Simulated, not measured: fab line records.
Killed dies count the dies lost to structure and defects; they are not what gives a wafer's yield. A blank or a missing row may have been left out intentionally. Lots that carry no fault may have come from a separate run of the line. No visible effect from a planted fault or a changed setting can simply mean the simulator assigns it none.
Split-lot experiment || flow n5_finfet || 21 wafers read across 7 lots, on a route 1938 steps long

## SPLIT DETAILS
At N5_MOL_CONTACT_COAG_PECVD_31 (deposits SiO2 from TEOS/O2, target thk 46 nm, time 8.9 s), the setting temp_c was moved away from the recipe's 400 C on 5 of the 21 wafers read, by -4.4% to +4.1%. The other wafers ran this setting at the recipe's value.

The reading is taken at the split's own step.

## THE READING
SiO2_of_MOL_CONTACT_COAG_PECVD_31.thk_nm (the simulator's own value, which no gauge read), in nm, at N5_MOL_CONTACT_COAG_PECVD_31 (deposits SiO2 from TEOS/O2, target thk 46 nm, time 8.9 s). There is no usual value for it anywhere in the file. Here, 16 wafers ran the recipe; their average is 46.4 nm with a standard deviation of 0.54 nm.

{"wafer": "L076.1", "tool, chamber at the split": "pecvd-03, 2", "temp_c as run, C": 414.2, "against the recipe": "+3.5%", "SiO2_of_MOL_CONTACT_COAG_PECVD_31.thk_nm, nm": 41.8, "against lot-mates on the recipe": -4.7}
{"wafer": "L076.4", "tool, chamber at the split": "pecvd-03, 1", "temp_c as run, C": 400, "against the recipe": "recipe", "SiO2_of_MOL_CONTACT_COAG_PECVD_31.thk_nm, nm": 46.6, "against lot-mates on the recipe": "-"}
{"wafer": "L076.5", "tool, chamber at the split": "pecvd-03, 2", "temp_c as run, C": 400, "against the recipe": "recipe", "SiO2_of_MOL_CONTACT_COAG_PECVD_31.thk_nm, nm": 46.4, "against lot-mates on the recipe": "-"}
{"wafer": "L078.2", "tool, chamber at the split": "pecvd-03, 2", "temp_c as run, C": 382.5, "against the recipe": "-4.4%", "SiO2_of_MOL_CONTACT_COAG_PECVD_31.thk_nm, nm": 50.8, "against lot-mates on the recipe": "+4.4"}
{"wafer": "L078.5", "tool, chamber at the split": "pecvd-03, 0", "temp_c as run, C": 400, "against the recipe": "recipe", "SiO2_of_MOL_CONTACT_COAG_PECVD_31.thk_nm, nm": 46.4, "against lot-mates on the recipe": "-"}
{"wafer": "L078.6", "tool, chamber at the split": "pecvd-03, 2", "temp_c as run, C": 382.5, "against the recipe": "-4.4%", "SiO2_of_MOL_CONTACT_COAG_PECVD_31.thk_nm, nm": 51.4, "against lot-mates on the recipe": "+5.0"}
{"wafer": "L079.2", "tool, chamber at the split": "pecvd-03, 0", "temp_c as run, C": 400, "against the recipe": "recipe", "SiO2_of_MOL_CONTACT_COAG_PECVD_31.thk_nm, nm": 45.4, "against lot-mates on the recipe": "-"}
{"wafer": "L079.3", "tool, chamber at the split": "pecvd-03, 1", "temp_c as run, C": 400, "against the recipe": "recipe", "SiO2_of_MOL_CONTACT_COAG_PECVD_31.thk_nm, nm": 46, "against lot-mates on the recipe": "-"}
{"wafer": "L079.5", "tool, chamber at the split": "pecvd-03, 2", "temp_c as run, C": 400, "against the recipe": "recipe", "SiO2_of_MOL_CONTACT_COAG_PECVD_31.thk_nm, nm": 46.8, "against lot-mates on the recipe": "-"}
{"wafer": "L082.2", "tool, chamber at the split": "pecvd-04, 0", "temp_c as run, C": 400, "against the recipe": "recipe", "SiO2_of_MOL_CONTACT_COAG_PECVD_31.thk_nm, nm": 46, "against lot-mates on the recipe": "-"}
{"wafer": "L082.4", "tool, chamber at the split": "pecvd-04, 2", "temp_c as run, C": 400, "against the recipe": "recipe", "SiO2_of_MOL_CONTACT_COAG_PECVD_31.thk_nm, nm": 46.4, "against lot-mates on the recipe": "-"}
{"wafer": "L082.6", "tool, chamber at the split": "pecvd-04, 1", "temp_c as run, C": 400, "against the recipe": "recipe", "SiO2_of_MOL_CONTACT_COAG_PECVD_31.thk_nm, nm": 45.2, "against lot-mates on the recipe": "-"}
{"wafer": "L086.1", "tool, chamber at the split": "pecvd-03, 0", "temp_c as run, C": 400, "against the recipe": "recipe", "SiO2_of_MOL_CONTACT_COAG_PECVD_31.thk_nm, nm": 45.8, "against lot-mates on the recipe": "-"}
{"wafer": "L086.5", "tool, chamber at the split": "pecvd-03, 1", "temp_c as run, C": 400, "against the recipe": "recipe", "SiO2_of_MOL_CONTACT_COAG_PECVD_31.thk_nm, nm": 47.2, "against lot-mates on the recipe": "-"}
{"wafer": "L086.6", "tool, chamber at the split": "pecvd-03, 0", "temp_c as run, C": 400, "against the recipe": "recipe", "SiO2_of_MOL_CONTACT_COAG_PECVD_31.thk_nm, nm": 46.4, "against lot-mates on the recipe": "-"}
{"wafer": "L089.4", "tool, chamber at the split": "pecvd-03, 2", "temp_c as run, C": 400, "against the recipe": "recipe", "SiO2_of_MOL_CONTACT_COAG_PECVD_31.thk_nm, nm": 46.6, "against lot-mates on the recipe": "-"}
{"wafer": "L089.5", "tool, chamber at the split": "pecvd-03, 1", "temp_c as run, C": 416.5, "against the recipe": "+4.1%", "SiO2_of_MOL_CONTACT_COAG_PECVD_31.thk_nm, nm": 42.8, "against lot-mates on the recipe": -3.8}
{"wafer": "L089.6", "tool, chamber at the split": "pecvd-03, 0", "temp_c as run, C": 416.5, "against the recipe": "+4.1%", "SiO2_of_MOL_CONTACT_COAG_PECVD_31.thk_nm, nm": 42.2, "against lot-mates on the recipe": -4.4}
{"wafer": "L094.2", "tool, chamber at the split": "pecvd-01, 0", "temp_c as run, C": 400, "against the recipe": "recipe", "SiO2_of_MOL_CONTACT_COAG_PECVD_31.thk_nm, nm": 46.6, "against lot-mates on the recipe": "-"}
{"wafer": "L094.3", "tool, chamber at the split": "pecvd-01, 0,2", "temp_c as run, C": 400, "against the recipe": "recipe", "SiO2_of_MOL_CONTACT_COAG_PECVD_31.thk_nm, nm": 47, "against lot-mates on the recipe": "-"}
{"wafer": "L094.4", "tool, chamber at the split": "pecvd-01, 0,2", "temp_c as run, C": 400, "against the recipe": "recipe", "SiO2_of_MOL_CONTACT_COAG_PECVD_31.thk_nm, nm": 47, "against lot-mates on the recipe": "-"}
Rows listing several chambers each stand for several wafers; the file does not say which wafer went through which chamber.

THE FIT
A straight line over all 21 wafers: SiO2_of_MOL_CONTACT_COAG_PECVD_31.thk_nm changes by -1.05 nm for each +1% of temp_c; r = -0.97; the points scatter about the line by 0.57 nm.
The same after taking each lot's own level away (the mean of its wafers on the recipe; 21 wafers): -1.08 nm for each +1%; r = -0.98; scatter 0.47 nm.
On that fit, the largest move of temp_c shifts the reading by 4.7 nm.
The lots' own levels span 45.87 to 46.87 nm, that is 1.8 times the standard deviation above.
Hence the lot-to-lot level has little effect on the slope; both slopes agree.
Check: +4.84 nm against its lot-mates is what the line predicts for one of the wafers moved furthest among these (-4.4%) when that wafer is left out of the fit. It came out at +4.4 nm against them.

## THE OTHER SPLITS THESE WAFERS WENT THROUGH
Before the reading, these wafers also passed through other splits. Each is held against what the fit with the lots' levels taken away leaves over:
{"other split on the same wafers": "N5_SD_EPI_P_COAT_34 spin_rpm", "wafers away from the commonest value": 8, "r with SiO2_of_MOL_CONTACT_COAG_PECVD_31.thk_nm (lot level and that fit taken away)": "+0.41"}
{"other split on the same wafers": "N5_SD_EPI_P_EXPOSE_06 dose_mj", "wafers away from the commonest value": 4, "r with SiO2_of_MOL_CONTACT_COAG_PECVD_31.thk_nm (lot level and that fit taken away)": "+0.39"}
{"other split on the same wafers": "N5_HKMG_FIN_ETCH_58 source_w", "wafers away from the commonest value": 9, "r with SiO2_of_MOL_CONTACT_COAG_PECVD_31.thk_nm (lot level and that fit taken away)": -0.21}
{"other split on the same wafers": "N5_HKMG_FIN_ALD_79 ald_cycles", "wafers away from the commonest value": 8, "r with SiO2_of_MOL_CONTACT_COAG_PECVD_31.thk_nm (lot level and that fit taken away)": "+0.05"}
{"other split on the same wafers": "N5_MOL_CONTACT_COAG_EXPOSE_05 dose_mj", "wafers away from the commonest value": 7, "r with SiO2_of_MOL_CONTACT_COAG_PECVD_31.thk_nm (lot level and that fit taken away)": -0.31}

## THE FILE'S OWN FIT
SiO2_of_MOL_CONTACT_COAG_PECVD_31.thk_nm changes by -1.11 nm for each +1% of temp_c, r = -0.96.
